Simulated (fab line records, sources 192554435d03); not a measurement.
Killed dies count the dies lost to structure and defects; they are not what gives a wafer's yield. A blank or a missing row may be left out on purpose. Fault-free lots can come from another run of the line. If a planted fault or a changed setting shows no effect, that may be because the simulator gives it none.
fab line records + flow n5-finfet
record:
- lots: 3
- wafers: 9
- last-day: 18
route steps=1938 shown BEOL_M1@829 BEOL_M2@841 BEOL_M4@1111
lots with no fault: from the same line, run without faults
start-h: start of the lot's first displayed wafer, in hours after the record's first day + wait-h: hours elapsed since this lot's preceding step + " repeats the value in the row above + L1.1+2: several wafers, shown together as one row + - value missing, or start not given + * or withheld: withheld + < > ~ a bound
route shown NAME@n: names a module that has steps shown in the file, with the first one's number in the route + usual: mean/standard deviation of fault-free wafers + same: alike in all rows + chamber/n: place in a boat + sites: each site's reading + _std_site: standard deviation across them + _edge_site: the outer-site mean with the inner-site mean subtracted + radius-mm: for every site, how far away it sits from the centre of the wafer + mask NAME#n: copy n + behind: the most recent tool/chamber to have shaped the wafer + hold: what put the lot on hold/how long, in hours/how the hold closed + device: the transistor (n, p or np) that didn't switch + end of line: the same wafers' tests at the end of the route + a step with no rows: only its recipe + killed: at the first sort, the dies lost to defects and structure; wafer yield is something else + map: dies across one wafer; x = killed, . = not, _ = none there
set.NAME: the setting that was run; set.NAME@STEP: the one run at that earlier step + model.NAME: the simulator's own value behind a step, which no gauge read
lots at selected steps of the route; one table per step, one row per wafer
services: a tool's chamber out of use, with start hour (start-h, from the record's first day; less than 0 if before it), hours out, and reason
== steps ==
step: N5_BEOL_M1_ANNEAL_95
recipe:
- temp-c: 400
- time-s: 240
- ambient: vacuum
step: N5_BEOL_M1_SPUTTER_96
recipe:
- material: Cu
- target-thk-a: 45
- temp-c: -20
- chamber-pressure-pa: 0.07
- power-w: withheld
- time-s: 8.29
step: N5_BEOL_M1_ECD_50
recipe:
- material: Cu
- target-thk-a: 3000
step: N5_BEOL_M1_ANNEAL_51
recipe:
- temp-c: 225
- time-s: 90
- ambient: N2
step: N5_BEOL_M1_CMP_52
recipe:
- stop-on: SiOC
- t-overpolish-s: 6.8
- down-force-psi: 1
- platen-rpm: 50
- clearing-platen-down-force-psi: 1.5
- clearing-platen-rpm: 50
- post-cmp-clean: cu-alkaline
- target-thk-nm: 40
- clearing-platen-pad-velocity-m-s: 0.99484
- pad-velocity-m-s: 0.99484
step: N5_BEOL_M1_PRE_CLEAN_60
recipe:
- gas: NH3/H2
- time-s: 15
- temp-c: *
- rf-power-w: 300
step: N5_BEOL_M1_CO_CAP_55
recipe:
- material: Co
- target-thk-a: 20
- temp-c: 200
- precursor: CCTBA/H2
- pressure-torr: 30
- time-s: 102.1
step: N5_BEOL_M1_PRE_CLEAN_56
recipe:
- gas: NH3
- time-s: 15
- temp-c: withheld
- rf-power-w: 300
step: N5_BEOL_M1_DEP_57
recipe:
- material: SiCN
- target-thk-a: 80
- temp-c: withheld
- precursor: 3MS/NH3
- pressure-torr: 3
- rf-w: 202
- time-s: 14
step: N5_BEOL_M2_ILD_DEP_00
recipe:
- material: SiOC
- target-thk-a: 790
- temp-c: 350
- precursor: DEMS/O2
- pressure-torr: 5
- rf-w: 500
- time-s: 15.3
usual:
- heater-power-w: 468/40
- showerhead-plenum-p-Torr: 5.691/0.013
- throttle-valve-pct: 12.1/0.7
| lot.wafer | tool     | chamber | start-h | wait-h | heater-power-w | showerhead-plenum-p-Torr | throttle-valve-pct | model.SiOC_of_BEOL_M2_ILD_DEP_00.thk-nm |
|-----------|----------|---------|---------|--------|----------------|--------------------------|--------------------|-----------------------------------------|
| L163.2    | pecvd-01 | 1       | 151.67  | 0.0    | 511            | 5.686                    | 13.9               | 78                                      |
| L163.3    | "        | 2       | "       | "      | 481            | 5.720                    | 11.0               | 78.6                                    |
| L163.5    | "        | 2       | "       | "      | 483            | 5.709                    | 11.2               | 80.2                                    |
| L170.1    | pecvd-01 | 1       | 209.45  | 0.0    | 534            | 5.687                    | 13.4               | 78.4                                    |
| L170.2    | "        | 2       | "       | "      | 497            | 5.701                    | 11.3               | 77.2                                    |
| L170.6    | "        | 2       | "       | "      | 496            | 5.706                    | 11.2               | 82.2                                    |
| L181.1    | pecvd-03 | 1       | 283.69  | 0.0    | 474            | 5.684                    | 11.6               | 78.6                                    |
| L181.3    | "        | 0       | "       | "      | 472            | 5.685                    | 12.4               | 79.6                                    |
| L181.5    | "        | 0       | "       | "      | 460            | 5.702                    | 12.5               | 79.8                                    |
step: N5_BEOL_M2_THK_MEAS_01
recipe:
- reads: SiOC_of_BEOL_M2_ILD_DEP_00
usual:
- M2_ILD_THK: 78.9/0.83
| lot.wafer | tool          | chamber | start-h | wait-h | M2_ILD_THK[nm] |
|-----------|---------------|---------|---------|--------|----------------|
| L163.2    | film-metro-02 | -       | 151.74  | 0.1    | 78.1           |
| L163.3    | "             | -       | "       | "      | 78.6           |
| L163.5    | "             | -       | "       | "      | 80.1           |
| L170.1    | film-metro-02 | -       | 209.51  | 0.0    | 78.5           |
| L170.2    | "             | -       | "       | "      | 77.0           |
| L170.6    | "             | -       | "       | "      | 82.2           |
| L181.1    | film-metro-02 | -       | 283.77  | 0.1    | 78.6           |
| L181.3    | "             | -       | "       | "      | 79.5           |
| L181.5    | "             | -       | "       | "      | 79.8           |
step: N5_BEOL_M2_PECVD_72
recipe:
- material: SiO2
- target-thk-a: 160
- temp-c: 400
- precursor: TEOS/O2
- pressure-torr: 5.5
- rf-w: 450
- teos-flow-sccm: 53.8
- gas: O2
- flow-sccm: 3000
- time-s: 18
step: N5_BEOL_M2_HM_DEP_02
recipe:
- material: TiN
- target-thk-a: 200
- temp-c: 25
- chamber-pressure-pa: 0.49996
step: N5_BEOL_M2_COAT_61
recipe:
- resist: SOC
- temp-c: 250
- time-s: 60
- spin-rpm: 1500
- resist-thk-nm: 60
step: N5_BEOL_M2_COAT_62
recipe:
- resist: SiARC
- temp-c: 220
- time-s: 60
- spin-rpm: 1500
- resist-thk-nm: 12
step: N5_BEOL_M2_COAT_73
recipe:
- resist: underlayer
- temp-c: 205
- time-s: 60
- spin-rpm: 1500
- resist-thk-nm: 5
step: N5_BEOL_M2_COAT_05
recipe:
- resist: CAR-EUV
- spin-rpm: 1500
- resist-thk-nm: 30
step: N5_BEOL_M2_EBR_07
recipe:
- solvent: PGMEA
- ebr-width-mm: 1.5
step: N5_BEOL_M2_SOFTBAKE_06
recipe:
- temp-c: 110
- time-s: 60
- resist: CAR-EUV
step: N5_BEOL_M2_EXPOSE_08
recipe:
- mask-id: M2
- na: 0.33
- source-shape: dipole
- sigma-inner: 0.369
- sigma-outer: 0.767
- polarization: unpolarized
- dose-mj: 41.25
step: N5_BEOL_M2_PEB_09
recipe:
- peb-temp-c: 100
- peb-time-s: 60
- resist: CAR-EUV
step: N5_BEOL_M2_DEVELOP_10
recipe:
- develop-time-s: 30
- developer: TMAH
- resist: CAR-EUV
- rinse-liquid: surfactant-rinse
- dry: air-spin
- dev-temp-c: 23
step: N5_BEOL_M2_DESCUM_16
recipe:
- chemistry: O2
- time-s: 7
- source-power-w: 50
- bias-power-w: 20
- pressure-mtorr: 20
- rf-frequency-hz: 2.712e+07
- temp-c: 40
- resist: CAR-EUV
- o2-flow-sccm: 225
step: N5_BEOL_M2_ETCH_74
recipe:
- chemistry: N2/H2
- target: underlayer
- target-depth-a: 65
- mask-material: CAR-EUV
- time-s: 5.2
- ion-energy-ev: 200
- pressure-mtorr: 30
- source-w: 840
- bias-w: 150
- n2-flow-sccm: 200
- h2-flow-sccm: 200
- ends: cleared
step: N5_BEOL_M2_ETCH_63
recipe:
- chemistry: CF4
- target: SiARC
- target-depth-a: 156
- mask-material: CAR-EUV
- time-s: 26
- ion-energy-ev: 80
- pressure-mtorr: 40
- source-w: 545
- bias-w: 36
- Ar_flow_sccm: 100
- cf4-flow-sccm: 100
- ends: cleared
step: N5_BEOL_M2_ETCH_64
recipe:
- chemistry: N2/H2
- target: SOC
- target-depth-a: 750
- overetch-a: 225
- mask-material: SiARC
- temp-c: 40
- time-s: 121.9
- ion-energy-ev: 200
- pressure-mtorr: 30
- source-w: 840
- bias-w: 150
- n2-flow-sccm: 200
- h2-flow-sccm: 200
step: N5_BEOL_M2_STRIP_65
recipe:
- chemistry: N2/H2
- temp-c: 40
- n2-flow-sccm: 200
- h2-flow-sccm: 200
- rf-frequency-hz: 6e+07
step: N5_BEOL_M2_STRIP_75
recipe:
- chemistry: N2/H2
- temp-c: 40
- n2-flow-sccm: 200
- h2-flow-sccm: 200
- rf-frequency-hz: 6e+07
step: N5_BEOL_M2_STRIP_66
recipe:
- chemistry: CF4
- resist: SiARC
- power-w: 300
- bias-power-w: 75
- pressure-mtorr: 50
- cf4-flow-sccm: 150
- rf-frequency-hz: 6e+07
step: N5_BEOL_M2_HM_OPEN_17
recipe:
- chemistry: Cl2/BCl3
- target-depth-a: 200
- overetch-a: 60
- target: TiN
- mask-material: SOC
- ion-energy-ev: 150
- pressure-mtorr: 10
- icp-w: 1000
- bias-w: 126
- Cl2_flow_sccm: 53.25
- bcl3-flow-sccm: 21.75
- Ar_flow_sccm: 25
step: N5_BEOL_M2_STRIP_19
recipe:
- chemistry: O2
- power-w: 400
- temp-c: 40
- pressure-mtorr: 30
- rf-frequency-hz: 6e+07
- bias-power-w: 0
- overash-fraction: 0.2
- o2-flow-sccm: 225
step: N5_BEOL_M2_COAT_67
recipe:
- resist: SOC
- temp-c: 250
- time-s: 60
- spin-rpm: 1500
- resist-thk-nm: 60
step: N5_BEOL_M2_COAT_68
recipe:
- resist: SiARC
- temp-c: 220
- time-s: 60
- spin-rpm: 1500
- resist-thk-nm: 12
step: N5_BEOL_M2_COAT_76
recipe:
- resist: underlayer
- temp-c: 205
- time-s: 60
- spin-rpm: 1500
- resist-thk-nm: 5
step: N5_BEOL_M2_COAT_22
recipe:
- resist: CAR-EUV
- spin-rpm: 1500
- resist-thk-nm: 30
step: N5_BEOL_M2_CMP_52
recipe:
- stop-on: SiOC
- t-overpolish-s: 6.8
- down-force-psi: 1
- platen-rpm: 50
- clearing-platen-down-force-psi: 1.5
- clearing-platen-rpm: 50
- post-cmp-clean: cu-alkaline
- target-thk-nm: 40
- clearing-platen-pad-velocity-m-s: 0.99484
- pad-velocity-m-s: 0.99484
usual:
- barrier-field-endpoint-s: 24.9/0.59
- edge-zone-pressure-frac: 1.000/0.0051
- head-pressure-psi: 1.0001/0.0022
- motor-current-A: 5.8/0.64
- overpolish-run-s: 6.799/0.01
- retaining-ring-pressure-frac: 1.000/0.0053
- time-to-endpoint-s: 64/3
| lot.wafer | tool   | chamber | start-h | wait-h | barrier-field-endpoint-s | edge-zone-pressure-frac | head-pressure-psi | motor-current-A | overpolish-run-s | retaining-ring-pressure-frac | time-to-endpoint-s | model.SiOC_of_BEOL_M2_ILD_DEP_00.thk-nm |
|-----------|--------|---------|---------|--------|--------------------------|-------------------------|-------------------|-----------------|------------------|------------------------------|--------------------|-----------------------------------------|
| L163.2    | cmp-01 | 2       | 183.19  | 0.3    | 24.1                     | 1.006                   | 1.0014            | 5.0             | 6.787            | 0.983                        | 66                 | 75                                      |
| L163.3    | "      | 3       | "       | "      | 24.4                     | 0.994                   | 1.0009            | 5.7             | 6.799            | 0.991                        | 63                 | 75.6                                    |
| L163.5    | "      | 1       | "       | "      | 23.6                     | 1.003                   | 0.9982            | 6.1             | 6.787            | 1.009                        | 62                 | 77.2                                    |
| L170.2    | cmp-01 | 2       | 229.69  | 0.5    | 25.2                     | 1.005                   | 0.9992            | 4.8             | 6.807            | 0.999                        | 64                 | 74.2                                    |
| L170.1    | "      | 3       | "       | "      | 24.8                     | 0.993                   | 0.9993            | 5.6             | 6.796            | 1.000                        | 62                 | 75.4                                    |
| L170.6    | "      | 0       | "       | "      | 25.3                     | 0.999                   | 0.9980            | 5.5             | 6.802            | 1.004                        | 64                 | 79.2                                    |
| L181.3    | cmp-04 | 1       | 304.51  | 0.2    | 24.6                     | 1.005                   | 0.9978            | 6.3             | 6.808            | 1.006                        | 68                 | 76.6                                    |
| L181.1    | "      | 2       | "       | "      | 24.7                     | 1.005                   | 1.0018            | 5.4             | 6.786            | 1.001                        | 68                 | 75.6                                    |
| L181.5    | "      | 3       | "       | "      | 25.7                     | 1.002                   | 1.0025            | 5.9             | 6.811            | 0.999                        | 70                 | 76.8                                    |
step: N5_BEOL_M4_RC_MEAS_101
usual:
- DIBL_N: 36.6/1.1
- DIBL_P: 36.8/1.6
- IOFF_N: 0.169/0.024
- IOFF_P: 0.206/0.028
- ION_N: 679/9.2
- ION_P: 462/7
- SS_N: 71.6/0.57
- SS_P: 73.3/0.57
- VT_N: 248.8/2.4
- VT_P: -251/3
| lot.wafer | tool      | chamber | start-h | wait-h | DIBL_N[mV/V] | DIBL_P[mV/V] | IOFF_N[nA/um] | IOFF_P[nA/um] | ION_N[uA/um] | ION_P[uA/um] | SS_N[mV/dec] | SS_P[mV/dec] | VT_N[mV] | VT_P[mV] |
|-----------|-----------|---------|---------|--------|--------------|--------------|---------------|---------------|--------------|--------------|--------------|--------------|----------|----------|
| L163.2    | prober-02 | 0       | 229.66  | 0.2    | 36.5         | 37.3         | 0.178         | 0.196         | 666          | 447          | 72.1         | 73.0         | 247.2    | -253     |
| L163.3    | "         | 0       | "       | "      | 38.0         | 39.8         | 0.223         | 0.238         | 691          | 457          | 73.3         | 74.0         | 247.8    | -250     |
| L163.5    | "         | 0       | "       | "      | 37.0         | 39.3         | 0.212         | 0.231         | 685          | 458          | 73.0         | 74.4         | 248.1    | -253     |
| L170.1    | prober-01 | 0       | 263.88  | 0.0    | 38.9         | 39.0         | 0.198         | 0.260         | 687          | 469          | 72.1         | 74.1         | 248.2    | -246     |
| L170.2    | "         | 0       | "       | "      | 38.3         | 37.4         | 0.181         | 0.237         | 680          | 475          | 72.1         | 73.3         | 244.4    | -250     |
| L170.6    | "         | 0       | "       | "      | 38.6         | 37.7         | 0.183         | 0.241         | 692          | 473          | 71.5         | 73.9         | 244.8    | -248     |
| L181.1    | prober-02 | 0       | 345.10  | 0.0    | 35.6         | 35.8         | 0.133         | 0.178         | 673          | 458          | 70.6         | 73.8         | 252.9    | -253     |
| L181.3    | "         | 0       | "       | "      | 38.3         | 38.3         | 0.183         | 0.217         | 687          | 464          | 72.0         | 73.6         | 245.2    | -253     |
| L181.5    | "         | 0       | "       | "      | 37.6         | 38.9         | 0.179         | 0.229         | 691          | 473          | 71.5         | 73.2         | 246.8    | -250     |
== services ==
| tool     | chamber | start-h | hours | kind                           |
|----------|---------|---------|-------|--------------------------------|
| cmp-04   | -       | 139.07  | 3.9   | pm                             |
| cmp-01   | -       | 143.46  | 4.0   | pm                             |
| cmp-01   | -       | 147.46  | -     | consumable-replace:conditioner |
| cmp-01   | -       | 147.46  | -     | consumable-replace:pad         |
| cmp-04   | -       | 148.99  | 0.9   | repair                         |
| pecvd-01 | 1       | 155.91  | 5.5   | scheduled-down                 |
| pecvd-01 | 2       | 172.57  | 2.1   | scheduled-down                 |
| pecvd-03 | -       | 174.30  | 14.6  | pm                             |
| pecvd-03 | 1       | 192.86  | 2.1   | scheduled-down                 |
| pecvd-03 | 2       | 212.06  | 18.9  | repair                         |
| cmp-04   | -       | 216.84  | 2.2   | repair                         |
| cmp-04   | -       | 233.82  | 0.3   | repair                         |
| cmp-01   | -       | 240.51  | 0.3   | repair                         |
| cmp-04   | -       | 264.04  | 5.4   | repair                         |
| cmp-01   | -       | 265.45  | 0.5   | repair                         |
| pecvd-03 | -       | 270.21  | 0.6   | repair                         |
| pecvd-03 | 2       | 281.38  | 5.5   | scheduled-down                 |
| pecvd-03 | 0       | 296.00  | 7.2   | repair                         |
== key ==
first-sign:
- step: N5_BEOL_M2_THK_MEAS_01
- reading: M2_ILD_THK
- direction: up
- sigmas: 4
- usual: 78.9
- struck: 82.2
effect none on later readings
model-effect:
- step: N5_BEOL_M2_ILD_DEP_00
- value: SiOC_of_BEOL_M2_ILD_DEP_00.thk-nm
- without: 78.6
- struck: 82.2
model-effect:
- step: N5_BEOL_M2_CMP_52
- value: SiOC_of_BEOL_M2_ILD_DEP_00.thk-nm
- without: 75.6
- struck: 79.2
met-at N5_BEOL_M2_ILD_DEP_00
struck-wafers L170.6
onset-between 151.67 209.45
fault:
- kind: process-parameter-drift
- tool: pecvd-01
- chamber: -
- onset-h: 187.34
- steps: N5_BEOL_M2_ILD_DEP_00
- channel: time-s
- offset: *
- shape: step
- end-h: 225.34
- scope: struck-wafers-only
- acts-in: *
- stated: *
